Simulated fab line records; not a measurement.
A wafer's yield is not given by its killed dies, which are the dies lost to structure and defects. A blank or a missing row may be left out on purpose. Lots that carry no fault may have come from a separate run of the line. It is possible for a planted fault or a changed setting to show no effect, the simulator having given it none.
fab line records :: flow n5-finfet
record
  lots=4
  wafers=11
  last-day=16
route steps=1938 shown BEOL_M13@1704 BEOL_M14@1716 PASSIVATION@1936
lots with no fault: from the same line, run without faults
start-h: hours from the record's opening day to when the first of the lot's shown wafers began :: wait-h: hours since the lot's step before :: " same as the row above :: L1.1+2: one row covering several wafers at once :: - either no value or no given start :: * or withheld: withheld :: < > ~ a bound
route shown NAME@n: a module of which the file shows steps, and the number in the route of the first :: usual: the fault-free wafers' mean and standard deviation :: same: alike in all rows :: chamber/n: place in a boat :: sites: each site's reading :: _std_site: their standard deviation :: _edge_site: outer sites' mean less inner sites' :: radius-mm: how far each site lies from the wafer's centre :: mask NAME#n: copy n :: behind: the last tool/chamber to shape the wafer :: hold: what put the lot on hold/how long, in hours/how the hold closed :: device: names the non-switching transistor (n, p or np) :: end of line: the tests these same wafers got at the end of their route :: for a step that has no rows: nothing shown but its recipe :: killed: dies that structure and defects cost at the first sort, which is not the same as the wafer's yield :: map: per-die view of a wafer (x killed, . not killed, _ where there is no die)
set.NAME: setting as actually run; set.NAME@STEP: the setting as run at that earlier step :: model.NAME: the simulator's own value behind a step, which no gauge read
lots at some steps of the route; a table a step, a row a wafer
services: the hour from which a tool's chamber was out of use, counted from the record's first day as start-h (under 0 if before that day), plus the number of hours and why
## steps
# step N5_BEOL_M13_PRE_CLEAN_42
# recipe
  gas=H2/He
  time-s=30
  temp-c=250
# step N5_BEOL_M13_SPUTTER_43
# recipe
  material=TaN
  target-thk-a=150
  temp-c=50
  bias-v=168.6
  power-w=15000
  chamber-pressure-pa=0.12
  time-s=24.19
# step N5_BEOL_M13_SPUTTER_44
# recipe
  material=Ta
  target-thk-a=100
  temp-c=50
  bias-v=80
  power-w=15000
  chamber-pressure-pa=0.07
  time-s=16.13
# step N5_BEOL_M13_SPUTTER_45
# recipe
  material=Cu
  target-thk-a=800
  temp-c=-20
  bias-v=60
  power-w=26000
  chamber-pressure-pa=0.13
  time-s=13.33
# step N5_BEOL_M13_ECD_47
# recipe
  material=Cu
  target-thk-a=9360
# step N5_BEOL_M13_ANNEAL_48
# recipe
  temp-c=225
  time-s=90
  ambient=N2
# step N5_BEOL_M13_CMP_49
# recipe
  stop-on=SiOC
  t-overpolish-s=17.1
  down-force-psi=1
  platen-rpm=50
  clearing-platen-down-force-psi=1.5
  clearing-platen-rpm=50
  post-cmp-clean=cu-alkaline
  target-thk-nm=420
  clearing-platen-pad-velocity-m-s=0.99484
  pad-velocity-m-s=0.99484
# step N5_BEOL_M13_PRE_CLEAN_52
# recipe
  gas=NH3
  time-s=15
  temp-c=withheld
  rf-power-w=300
# step N5_BEOL_M13_DEP_53
# recipe
  material=SiCN
  target-thk-a=500
  temp-c=withheld
  precursor=3MS/NH3
  pressure-torr=3
  rf-w=675
  time-s=17.8
# step N5_BEOL_M14_ILD_DEP_00
# recipe
  material=SiO2
  target-thk-a=11193
  temp-c=400
  precursor=TEOS/O2
  pressure-torr=6.5
  rf-w=900
  teos-flow-sccm=161.4
  gas=O2
  flow-sccm=2650
  time-s=237.4
# usual
  heater-power-w=509/100
  run-length-s=280.0/0.49
  showerhead-plenum-p-Torr=8.325/0.029
  throttle-valve-pct=18.7/0.98
lot.wafer: L198.1
tool: pecvd-01
chamber: 2
start-h: 276.83
wait-h: 0.0
heater-power-w: 429
run-length-s: 280.5
showerhead-plenum-p-Torr: 8.305
throttle-valve-pct: 18.8
model.SiO2_of_BEOL_M14_ILD_DEP_00.thk-nm: 1121

lot.wafer: L198.3
tool: pecvd-01
chamber: 1
start-h: 276.83
wait-h: 0.0
heater-power-w: 360
run-length-s: 279.2
showerhead-plenum-p-Torr: 8.335
throttle-valve-pct: 18.7
model.SiO2_of_BEOL_M14_ILD_DEP_00.thk-nm: 1109

lot.wafer: L198.6
tool: pecvd-01
chamber: 2
start-h: 276.83
wait-h: 0.0
heater-power-w: 505
run-length-s: 281.1
showerhead-plenum-p-Torr: 8.332
throttle-valve-pct: 18.8
model.SiO2_of_BEOL_M14_ILD_DEP_00.thk-nm: 1137

lot.wafer: L203.3
tool: pecvd-01
chamber: 1
start-h: 324.40
wait-h: 0.0
heater-power-w: 383
run-length-s: 359.3
showerhead-plenum-p-Torr: 8.325
throttle-valve-pct: 18.8
model.SiO2_of_BEOL_M14_ILD_DEP_00.thk-nm: 1477

lot.wafer: L203.4
tool: pecvd-01
chamber: 1
start-h: 324.40
wait-h: 0.0
heater-power-w: 424
run-length-s: 279.9
showerhead-plenum-p-Torr: 8.309
throttle-valve-pct: 18.5
model.SiO2_of_BEOL_M14_ILD_DEP_00.thk-nm: 1103

lot.wafer: L203.6
tool: pecvd-01
chamber: 2
start-h: 324.40
wait-h: 0.0
heater-power-w: 395
run-length-s: 280.4
showerhead-plenum-p-Torr: 8.328
throttle-valve-pct: 18.9
model.SiO2_of_BEOL_M14_ILD_DEP_00.thk-nm: 1122

lot.wafer: L208.5
tool: pecvd-01
chamber: 1
start-h: 345.64
wait-h: 0.1
heater-power-w: 389
run-length-s: 359.3
showerhead-plenum-p-Torr: 8.314
throttle-valve-pct: 18.7
model.SiO2_of_BEOL_M14_ILD_DEP_00.thk-nm: 1490

lot.wafer: L208.6
tool: pecvd-01
chamber: 0
start-h: 345.64
wait-h: 0.1
heater-power-w: 477
run-length-s: 280.4
showerhead-plenum-p-Torr: 8.344
throttle-valve-pct: 20.3
model.SiO2_of_BEOL_M14_ILD_DEP_00.thk-nm: 1145

lot.wafer: L210.2
tool: pecvd-04
chamber: 1
start-h: 357.14
wait-h: 0.0
heater-power-w: 624
run-length-s: 279.9
showerhead-plenum-p-Torr: 8.410
throttle-valve-pct: 18.7
model.SiO2_of_BEOL_M14_ILD_DEP_00.thk-nm: 1099

lot.wafer: L210.3
tool: pecvd-04
chamber: 2
start-h: 357.14
wait-h: 0.0
heater-power-w: 710
run-length-s: 280.0
showerhead-plenum-p-Torr: 8.325
throttle-valve-pct: 17.0
model.SiO2_of_BEOL_M14_ILD_DEP_00.thk-nm: 1135

lot.wafer: L210.5
tool: pecvd-04
chamber: 0
start-h: 357.14
wait-h: 0.0
heater-power-w: 425
run-length-s: 280.3
showerhead-plenum-p-Torr: 8.302
throttle-valve-pct: 19.1
model.SiO2_of_BEOL_M14_ILD_DEP_00.thk-nm: 1108
# step N5_BEOL_M14_THK_MEAS_01
# recipe
  reads=SiO2_of_BEOL_M14_ILD_DEP_00
# usual
  M14_ILD_THK=1119/15
lot.wafer: L198.1
tool: film-metro-01
chamber: -
start-h: 277.02
wait-h: 0.1
M14_ILD_THK[nm]: 1121

lot.wafer: L198.3
tool: film-metro-01
chamber: -
start-h: 277.02
wait-h: 0.1
M14_ILD_THK[nm]: 1109

lot.wafer: L198.6
tool: film-metro-01
chamber: -
start-h: 277.02
wait-h: 0.1
M14_ILD_THK[nm]: 1137

lot.wafer: L203.3
tool: film-metro-01
chamber: -
start-h: 324.59
wait-h: 0.1
M14_ILD_THK[nm]: 1477

lot.wafer: L203.4
tool: film-metro-01
chamber: -
start-h: 324.59
wait-h: 0.1
M14_ILD_THK[nm]: 1103

lot.wafer: L203.6
tool: film-metro-01
chamber: -
start-h: 324.59
wait-h: 0.1
M14_ILD_THK[nm]: 1123

lot.wafer: L208.5
tool: film-metro-01
chamber: -
start-h: 345.75
wait-h: 0.0
M14_ILD_THK[nm]: 1489

lot.wafer: L208.6
tool: film-metro-01
chamber: -
start-h: 345.75
wait-h: 0.0
M14_ILD_THK[nm]: 1145

lot.wafer: L210.2
tool: film-metro-01
chamber: -
start-h: 357.33
wait-h: 0.1
M14_ILD_THK[nm]: 1099

lot.wafer: L210.3
tool: film-metro-01
chamber: -
start-h: 357.33
wait-h: 0.1
M14_ILD_THK[nm]: 1136

lot.wafer: L210.5
tool: film-metro-01
chamber: -
start-h: 357.33
wait-h: 0.1
M14_ILD_THK[nm]: 1108
# step N5_BEOL_M14_COAT_58
# recipe
  resist=BARC
  temp-c=205
  time-s=60
  spin-rpm=1500
  resist-thk-nm=89
# step N5_BEOL_M14_COAT_04
# recipe
  spin-rpm=1704
  resist-thk-nm=800
# step N5_BEOL_M14_EBR_06
# recipe
  solvent=PGMEA
  ebr-width-mm=1.5
# step N5_BEOL_M14_SOFTBAKE_05
# recipe
  temp-c=130
  time-s=60
# step N5_BEOL_M14_EXPOSE_07
# recipe
  mask-id=V13
  na=0.8
  source-shape=annular
  sigma-inner=0.5
  sigma-outer=0.8
  polarization=unpolarized
  attpsm-phase-deg=180
  dose-mj=57
# step N5_BEOL_M14_PEB_08
# recipe
  peb-temp-c=130
  peb-time-s=90
# step N5_BEOL_M14_DEVELOP_09
# recipe
  develop-time-s=45
  rinse-liquid=diw
  dry=air-spin
  dev-temp-c=21
# step N5_BEOL_M14_HARDBAKE_14
# recipe
  temp-c=130
  time-s=120
# step N5_BEOL_M14_DESCUM_15
# recipe
  chemistry=O2
  time-s=7.9
  source-power-w=50
  bias-power-w=20
  pressure-mtorr=20
  rf-frequency-hz=2.712e+07
  temp-c=40
  o2-flow-sccm=225
# step N5_BEOL_M14_ETCH_59
# recipe
  chemistry=N2/H2
  target=BARC
  target-depth-a=890
  overetch-a=267
  time-s=67.9
  ion-energy-ev=200
  pressure-mtorr=30
  source-w=840
  bias-w=150
  n2-flow-sccm=200
  h2-flow-sccm=200
# step N5_BEOL_M14_VIA_ETCH_16
# recipe
  chemistry=C4F8/O2/Ar
  target=SiO2
  he-inner-torr=15
  he-outer-torr=30
  target-depth-a=12313
  time-s=withheld
  ion-energy-ev=800
  pressure-mtorr=20
  source-w=1905
  bias-w=2040
  Ar_flow_sccm=400
  C4F8_flow_sccm=16
  O2_flow_sccm=12
  ends=cleared
# usual
  drypump-motor-current-A=5.7/0.65
  oes_f_703_au=0.82/0.066
  oes-product-au=0.75/0.056
  rf-vpp-V=2211/29
  showerhead-plenum-p-Torr=3.41/0.14
  throttle-valve-pct=30.92/0.24
lot.wafer: L198.1
tool: rie-diel-06
chamber: 3
start-h: 277.54
wait-h: 0.0
drypump-motor-current-A: 6.7
oes_f_703_au: 0.88
oes-product-au: 0.78
rf-vpp-V: 2193
showerhead-plenum-p-Torr: 3.35
throttle-valve-pct: 30.78
model.etch.depth-nm: 1121
model.coat_of_BEOL_M14_COAT_04.thk-nm: 456.6

lot.wafer: L198.3
tool: rie-diel-06
chamber: 1
start-h: 277.54
wait-h: 0.0
drypump-motor-current-A: 4.8
oes_f_703_au: 0.76
oes-product-au: 0.71
rf-vpp-V: 2238
showerhead-plenum-p-Torr: 3.31
throttle-valve-pct: 30.93
model.etch.depth-nm: 1109
model.coat_of_BEOL_M14_COAT_04.thk-nm: 459

lot.wafer: L198.6
tool: rie-diel-06
chamber: 3
start-h: 277.54
wait-h: 0.0
drypump-motor-current-A: 6.7
oes_f_703_au: 0.88
oes-product-au: 0.80
rf-vpp-V: 2193
showerhead-plenum-p-Torr: 3.35
throttle-valve-pct: 30.82
model.etch.depth-nm: 1137
model.coat_of_BEOL_M14_COAT_04.thk-nm: 450.8

lot.wafer: L203.3
tool: rie-diel-06
chamber: 3
start-h: 325.20
wait-h: 0.0
drypump-motor-current-A: 6.7
oes_f_703_au: 0.87
oes-product-au: 0.81
rf-vpp-V: 2193
showerhead-plenum-p-Torr: 3.34
throttle-valve-pct: 30.90
model.etch.depth-nm: 1477
model.coat_of_BEOL_M14_COAT_04.thk-nm: 368.4

lot.wafer: L203.4
tool: rie-diel-06
chamber: 1
start-h: 325.20
wait-h: 0.0
drypump-motor-current-A: 4.8
oes_f_703_au: 0.75
oes-product-au: 0.70
rf-vpp-V: 2238
showerhead-plenum-p-Torr: 3.30
throttle-valve-pct: 30.95
model.etch.depth-nm: 1103
model.coat_of_BEOL_M14_COAT_04.thk-nm: 459.8

lot.wafer: L203.6
tool: rie-diel-06
chamber: 2
start-h: 325.20
wait-h: 0.0
drypump-motor-current-A: 5.4
oes_f_703_au: 0.89
oes-product-au: 0.81
rf-vpp-V: 2213
showerhead-plenum-p-Torr: 3.66
throttle-valve-pct: 30.95
model.etch.depth-nm: 1122
model.coat_of_BEOL_M14_COAT_04.thk-nm: 453.6

lot.wafer: L208.5
tool: rie-diel-03
chamber: 2
start-h: 346.32
wait-h: 0.1
drypump-motor-current-A: 4.8
oes_f_703_au: 0.83
oes-product-au: 0.77
rf-vpp-V: 2259
showerhead-plenum-p-Torr: 3.31
throttle-valve-pct: 30.35
model.etch.depth-nm: 1490
model.coat_of_BEOL_M14_COAT_04.thk-nm: 356

lot.wafer: L208.6
tool: rie-diel-03
chamber: 3
start-h: 346.32
wait-h: 0.1
drypump-motor-current-A: 6.5
oes_f_703_au: 0.78
oes-product-au: 0.74
rf-vpp-V: 2280
showerhead-plenum-p-Torr: 3.63
throttle-valve-pct: 30.82
model.etch.depth-nm: 1145
model.coat_of_BEOL_M14_COAT_04.thk-nm: 447.6

lot.wafer: L210.2
tool: rie-diel-06
chamber: 1
start-h: 357.81
wait-h: 0.0
drypump-motor-current-A: 4.9
oes_f_703_au: 0.74
oes-product-au: 0.69
rf-vpp-V: 2238
showerhead-plenum-p-Torr: 3.30
throttle-valve-pct: 30.97
model.etch.depth-nm: 1099
model.coat_of_BEOL_M14_COAT_04.thk-nm: 461.4

lot.wafer: L210.3
tool: rie-diel-06
chamber: 3
start-h: 357.81
wait-h: 0.0
drypump-motor-current-A: 6.7
oes_f_703_au: 0.84
oes-product-au: 0.76
rf-vpp-V: 2191
showerhead-plenum-p-Torr: 3.33
throttle-valve-pct: 30.84
model.etch.depth-nm: 1135
model.coat_of_BEOL_M14_COAT_04.thk-nm: 449.2

lot.wafer: L210.5
tool: rie-diel-06
chamber: 1
start-h: 357.81
wait-h: 0.0
drypump-motor-current-A: 4.9
oes_f_703_au: 0.74
oes-product-au: 0.69
rf-vpp-V: 2237
showerhead-plenum-p-Torr: 3.30
throttle-valve-pct: 30.97
model.etch.depth-nm: 1108
model.coat_of_BEOL_M14_COAT_04.thk-nm: 458.8
# step N5_BEOL_M14_STRIP_63
# recipe
  chemistry=O2
  power-w=600
  temp-c=60
  pressure-mtorr=30
  rf-frequency-hz=6e+07
  bias-power-w=0
  overash-fraction=0.3
  o2-flow-sccm=225
# step N5_BEOL_M14_STRIP_64
# recipe
  chemistry=O2
  power-w=600
  temp-c=60
  pressure-mtorr=30
  rf-frequency-hz=6e+07
  bias-power-w=0
  overash-fraction=0.3
  o2-flow-sccm=225
# step N5_BEOL_M14_STRIP_71
# recipe
  chemistry=post-etch-residue-remover
  time-s=60
  temp-c=25
  remover-ph=withheld
  remover-water-wt-pct=withheld
  remover-fluoride-wt-pct=withheld
# step N5_BEOL_M14_SRD_72
# recipe
  time-s=30
  temp-c=23
  rinse-liquid=diw
  dry=n2-spin
  spin-rpm=1500
  dry-time-s=30
# step N5_BEOL_M14_COAT_65
# recipe
  resist=SOC
  temp-c=250
  time-s=60
  spin-rpm=1500
  resist-thk-nm=450
# step N5_BEOL_M14_COAT_66
# recipe
  resist=SiARC
  temp-c=220
  time-s=60
  spin-rpm=1500
  resist-thk-nm=110
# step N5_BEOL_M14_COAT_22
# recipe
  spin-rpm=2888
  resist-thk-nm=300
# step N5_BEOL_M14_EBR_24
# recipe
  solvent=PGMEA
  ebr-width-mm=1.5
# step N5_BEOL_M14_SOFTBAKE_23
# recipe
  temp-c=130
  time-s=60
# step N5_BEOL_M14_EXPOSE_25
# recipe
  mask-id=M14
  na=0.8
  source-shape=annular
  sigma-inner=0.5
  sigma-outer=0.8
  polarization=unpolarized
  target-cd-nm=280
  dose-mj=26.6
# step N5_BEOL_M14_PEB_26
# recipe
  peb-temp-c=130
  peb-time-s=90
# step N5_BEOL_M14_DEVELOP_27
# recipe
  develop-time-s=45
  rinse-liquid=diw
  dry=air-spin
  dev-temp-c=21
# step N5_BEOL_M14_HARDBAKE_32
# recipe
  temp-c=130
  time-s=120
# step N5_BEOL_M14_CMP_49
# recipe
  stop-on=SiO2
  t-overpolish-s=5.2
  down-force-psi=2
  platen-rpm=80
  clearing-platen-down-force-psi=2
  clearing-platen-rpm=80
  post-cmp-clean=cu-alkaline
  target-thk-nm=560
  clearing-platen-pad-velocity-m-s=1.5917
  pad-velocity-m-s=1.5917
# usual
  motor-current-A=8.2/1
lot.wafer: L198.1
tool: cmp-03
chamber: 0
start-h: 283.63
wait-h: 0.3
motor-current-A: 8.6
model.SiO2_of_BEOL_M14_ILD_DEP_00.thk-nm: 1039

lot.wafer: L198.3
tool: cmp-03
chamber: 1
start-h: 283.63
wait-h: 0.3
motor-current-A: 7.9
model.SiO2_of_BEOL_M14_ILD_DEP_00.thk-nm: 1027

lot.wafer: L198.6
tool: cmp-03
chamber: 0
start-h: 283.63
wait-h: 0.3
motor-current-A: 8.8
model.SiO2_of_BEOL_M14_ILD_DEP_00.thk-nm: 1054

lot.wafer: L203.4
tool: cmp-01
chamber: 0
start-h: 331.12
wait-h: 0.1
motor-current-A: 6.6
model.SiO2_of_BEOL_M14_ILD_DEP_00.thk-nm: 1024

lot.wafer: L203.3
tool: cmp-01
chamber: 3
start-h: 331.12
wait-h: 0.1
motor-current-A: 8.9
model.SiO2_of_BEOL_M14_ILD_DEP_00.thk-nm: 1399

lot.wafer: L203.6
tool: cmp-01
chamber: 0
start-h: 331.12
wait-h: 0.1
motor-current-A: 6.8
model.SiO2_of_BEOL_M14_ILD_DEP_00.thk-nm: 1043

lot.wafer: L208.6
tool: cmp-01
chamber: 0
start-h: 349.12
wait-h: 0.2
motor-current-A: 6.9
model.SiO2_of_BEOL_M14_ILD_DEP_00.thk-nm: 1063

lot.wafer: L208.5
tool: cmp-01
chamber: 1
start-h: 349.12
wait-h: 0.2
motor-current-A: 8.5
model.SiO2_of_BEOL_M14_ILD_DEP_00.thk-nm: 1408

lot.wafer: L210.3
tool: cmp-04
chamber: 1
start-h: 370.63
wait-h: 0.2
motor-current-A: 9.2
model.SiO2_of_BEOL_M14_ILD_DEP_00.thk-nm: 1054

lot.wafer: L210.2
tool: cmp-04
chamber: 2
start-h: 370.63
wait-h: 0.2
motor-current-A: 9.4
model.SiO2_of_BEOL_M14_ILD_DEP_00.thk-nm: 1020

lot.wafer: L210.5
tool: cmp-04
chamber: 0
start-h: 370.63
wait-h: 0.2
motor-current-A: 7.4
model.SiO2_of_BEOL_M14_ILD_DEP_00.thk-nm: 1030
# step N5_PASSIVATION_PROBE_49
# usual
  defect-limited-yield=91.0/1.3
  killed_at_M0_to_M3=36/9.5
  killed_at_M4_up=14/5.6
  killed-at-contacts=12/6.4
  killed-at-front-end=40/10
  killed-at-other=3.2/3
  killed-dies=107/15
  killed-open=69/12
  killed-short=35/7.7
  sort_bin_5_function=5.3/0.91
  sort_bin_6_memory=3.3/0.65
  sort_bin_8_speed=0.00/0.012
  sort-n-pass=1073/15
  sort-yield-pct=91.0/1.3
# same
  gross-dies=1180
  killed-at-back-side=0
  sort_bin_4_leakage[%]=0
lot.wafer: L203.3
tool: prober-01
chamber: -
start-h: 354.78
wait-h: 0.1
defect-limited-yield[%]: 89.6
killed_at_M0_to_M3: 52
killed_at_M4_up: 16
killed-at-contacts: 13
killed-at-front-end: 38
killed-at-other: 4
killed-dies: 123
killed-open: 78
killed-short: 43
sort_bin_5_function[%]: 6.3
sort_bin_6_memory[%]: 4.1
sort_bin_8_speed[%]: 0
sort-n-pass: 1057
sort-yield-pct[%]: 89.6

lot.wafer: L203.4
tool: prober-01
chamber: -
start-h: 354.83
wait-h: 0.2
defect-limited-yield[%]: 90.7
killed_at_M0_to_M3: 36
killed_at_M4_up: 15
killed-at-contacts: 20
killed-at-front-end: 39
killed-at-other: 0
killed-dies: 110
killed-open: 73
killed-short: 36
sort_bin_5_function[%]: 5.8
sort_bin_6_memory[%]: 3.2
sort_bin_8_speed[%]: 0
sort-n-pass: 1070
sort-yield-pct[%]: 90.7

lot.wafer: L203.6
tool: prober-01
chamber: -
start-h: 354.93
wait-h: 0.3
defect-limited-yield[%]: 92.4
killed_at_M0_to_M3: 23
killed_at_M4_up: 14
killed-at-contacts: 20
killed-at-front-end: 31
killed-at-other: 2
killed-dies: 90
killed-open: 67
killed-short: 22
sort_bin_5_function[%]: 4.8
sort_bin_6_memory[%]: 2.6
sort_bin_8_speed[%]: 0
sort-n-pass: 1090
sort-yield-pct[%]: 92.4

lot.wafer: L208.5
tool: prober-01
chamber: -
start-h: 382.11
wait-h: 0.2
defect-limited-yield[%]: 91.2
killed_at_M0_to_M3: 44
killed_at_M4_up: 15
killed-at-contacts: 21
killed-at-front-end: 22
killed-at-other: 2
killed-dies: 104
killed-open: 73
killed-short: 31
sort_bin_5_function[%]: 5.1
sort_bin_6_memory[%]: 3.6
sort_bin_8_speed[%]: 0
sort-n-pass: 1076
sort-yield-pct[%]: 91.2

lot.wafer: L208.6
tool: prober-01
chamber: -
start-h: 382.16
wait-h: 0.3
defect-limited-yield[%]: 90.4
killed_at_M0_to_M3: 42
killed_at_M4_up: 16
killed-at-contacts: 14
killed-at-front-end: 28
killed-at-other: 13
killed-dies: 113
killed-open: 76
killed-short: 35
sort_bin_5_function[%]: 5.4
sort_bin_6_memory[%]: 3.6
sort_bin_8_speed[%]: 0
sort-n-pass: 1067
sort-yield-pct[%]: 90.4

lot.wafer: L210.2
tool: prober-01
chamber: -
start-h: 391.66
wait-h: 0.1
defect-limited-yield[%]: 90.5
killed_at_M0_to_M3: 38
killed_at_M4_up: 11
killed-at-contacts: 12
killed-at-front-end: 51
killed-at-other: 0
killed-dies: 112
killed-open: 69
killed-short: 43
sort_bin_5_function[%]: 6.1
sort_bin_6_memory[%]: 3.1
sort_bin_8_speed[%]: 0
sort-n-pass: 1068
sort-yield-pct[%]: 90.5

lot.wafer: L210.3
tool: prober-01
chamber: -
start-h: 391.71
wait-h: 0.1
defect-limited-yield[%]: 90.9
killed_at_M0_to_M3: 32
killed_at_M4_up: 9
killed-at-contacts: 8
killed-at-front-end: 58
killed-at-other: 0
killed-dies: 107
killed-open: 68
killed-short: 36
sort_bin_5_function[%]: 5.1
sort_bin_6_memory[%]: 3.5
sort_bin_8_speed[%]: 0
sort-n-pass: 1073
sort-yield-pct[%]: 90.9

lot.wafer: L210.5
tool: prober-01
chamber: -
start-h: 391.81
wait-h: 0.2
defect-limited-yield[%]: 89.3
killed_at_M0_to_M3: 32
killed_at_M4_up: 31
killed-at-contacts: 13
killed-at-front-end: 50
killed-at-other: 0
killed-dies: 126
killed-open: 81
killed-short: 45
sort_bin_5_function[%]: 6.2
sort_bin_6_memory[%]: 4.2
sort_bin_8_speed[%]: 0
sort-n-pass: 1054
sort-yield-pct[%]: 89.3
# killed by level:class
L203.3 BEOL_M0_SAQP:geometric-particle:open=18 BEOL_M0_SAQP:geometric-particle:short=12 MOL_CONTACT_COAG:geometric-particle:open=10 STI_FIN_REVEAL:geometric-particle:open=7 GATE_CUT:geometric-particle:short=6 BEOL_M4:geometric-particle:open=6 FIN_SAQP:geometric-particle:short=5 BEOL_M1:geometric-particle:short=5
L203.4 MOL_CONTACT_COAG:geometric-particle:open=17 BEOL_M3:geometric-particle:open=11 BEOL_M4:geometric-particle:open=9 ILD0:geometric-particle:short=7 BEOL_M0_SAQP:geometric-particle:short=7 FIN_SAQP:geometric-particle:short=5 STI_FIN_REVEAL:geometric-particle:open=5 DUMMY_GATE:geometric-particle:open=5
L203.6 MOL_CONTACT_COAG:geometric-particle:open=16 STI_FIN_REVEAL:geometric-particle:open=8 BEOL_M3:geometric-particle:open=7 BEOL_M1:geometric-particle:open=6 BEOL_M4:geometric-particle:open=6 GATE_CUT:geometric-particle:short=5 FIN_SAQP:geometric-particle:open=4 ILD0:geometric-particle:open=4
L208.5 MOL_CONTACT_COAG:geometric-particle:open=15 BEOL_M0_SAQP:geometric-particle:short=11 FIN_SAQP:geometric-particle:open=10 BEOL_M1:geometric-particle:open=7 MOL_CONTACT_COAG:geometric-particle:short=6 BEOL_M5:geometric-particle:open=6 BEOL_M3:geometric-particle:open=5 BEOL_M0:geometric-particle:open=5
L208.6 MOL_CONTACT_COAG:geometric-particle:open=13 FIN_SAQP:geometric-particle:open=11 BEOL_M0_SAQP:geometric-particle:short=11 BEOL_M1:geometric-particle:open=9 GATE_CUT:geometric-particle:short=6 PAD_METAL:geometric-particle:open=5 BEOL_M0_SAQP:geometric-particle:open=5 BEOL_M5:geometric-particle:open=5
L210.2 FIN_SAQP:geometric-particle:short=18 BEOL_M0_SAQP:geometric-particle:open=13 MOL_CONTACT_COAG:geometric-particle:open=11 BEOL_M0_SAQP:geometric-particle:short=9 STI_FIN_REVEAL:geometric-particle:open=8 FIN_SAQP:geometric-particle:open=7 BEOL_M3:geometric-particle:open=7 BEOL_M4:geometric-particle:open=7
L210.3 FIN_SAQP:geometric-particle:open=12 BEOL_M0_SAQP:geometric-particle:short=9 STI_FIN_REVEAL:geometric-particle:open=9 FIN_SAQP:geometric-particle:short=7 BEOL_M0_SAQP:geometric-particle:open=7 MOL_CONTACT_COAG:geometric-particle:open=7 BEOL_M2:geometric-particle:open=6 BEOL_M4:geometric-particle:open=6
L210.5 BEOL_M4:geometric-particle:open=16 FIN_SAQP:geometric-particle:short=13 MOL_CONTACT_COAG:geometric-particle:open=12 FIN_SAQP:geometric-particle:open=9 STI_FIN_REVEAL:geometric-particle:open=7 BEOL_M0_SAQP:geometric-particle:open=7 BEOL_M4:geometric-particle:short=7 BEOL_M2:geometric-particle:open=6
## services
tool: pecvd-04
chamber: 1
start-h: 255.80
hours: 14.1
kind: repair

tool: cmp-04
chamber: -
start-h: 265.77
hours: 0.9
kind: repair

tool: rie-diel-06
chamber: 2
start-h: 268.31
hours: -
kind: clean

tool: rie-diel-06
chamber: 2
start-h: 268.31
hours: -
kind: consumable-replace:focus-ring

tool: rie-diel-06
chamber: 2
start-h: 268.31
hours: -
kind: consumable-replace:showerhead

tool: rie-diel-06
chamber: 2
start-h: 268.31
hours: 28.1
kind: scheduled-down

tool: rie-diel-06
chamber: 2
start-h: 268.31
hours: 28.1
kind: vent-cycle

tool: cmp-03
chamber: -
start-h: 294.90
hours: 1.3
kind: repair

tool: cmp-01
chamber: -
start-h: 319.03
hours: 0.4
kind: repair

tool: cmp-03
chamber: -
start-h: 320.45
hours: 4.0
kind: pm

tool: cmp-03
chamber: -
start-h: 324.45
hours: -
kind: consumable-replace:conditioner

tool: cmp-03
chamber: -
start-h: 324.45
hours: -
kind: consumable-replace:pad

tool: pecvd-01
chamber: 2
start-h: 326.11
hours: -
kind: calibration

tool: cmp-03
chamber: -
start-h: 327.85
hours: 5.0
kind: pm

tool: cmp-03
chamber: -
start-h: 332.90
hours: 6.2
kind: pm

tool: cmp-01
chamber: -
start-h: 350.53
hours: 1.4
kind: repair

tool: pecvd-01
chamber: 0
start-h: 351.26
hours: 5.5
kind: scheduled-down

tool: pecvd-04
chamber: 0
start-h: 353.65
hours: 2.1
kind: scheduled-down

tool: rie-diel-06
chamber: 0
start-h: 356.03
hours: 43.4
kind: repair

tool: pecvd-01
chamber: 1
start-h: 356.72
hours: 2.1
kind: scheduled-down
## key
first-sign
  step=N5_BEOL_M14_ILD_DEP_00
  reading=run-length-s
  direction=up
  sigmas=99+
  usual=*
  struck=*
effect
  step=N5_BEOL_M14_THK_MEAS_01
  reading=M14_ILD_THK
  direction=up
  sigmas=25
  usual=1119
  struck=1483
model-effect
  step=N5_BEOL_M14_ILD_DEP_00
  value=SiO2_of_BEOL_M14_ILD_DEP_00.thk-nm
  without=1108
  struck=1484
model-effect
  step=N5_BEOL_M14_VIA_ETCH_16
  value=etch.depth-nm
  without=1108
  struck=1484
model-effect
  step=N5_BEOL_M14_CMP_49
  value=SiO2_of_BEOL_M14_ILD_DEP_00.thk-nm
  without=1028
  struck=1403
met-at N5_BEOL_M14_ILD_DEP_00
struck-wafers L203.3,L208.5
onset-between 276.83 324.40
fault
  kind=process-parameter-drift
  tool=pecvd-01
  chamber=-
  onset-h=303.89
  steps=N5_BEOL_M14_ILD_DEP_00
  channel=time-s
  offset=*
  shape=step
  end-h=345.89
  scope=struck-wafers-only
  acts-in=*
  stated=*
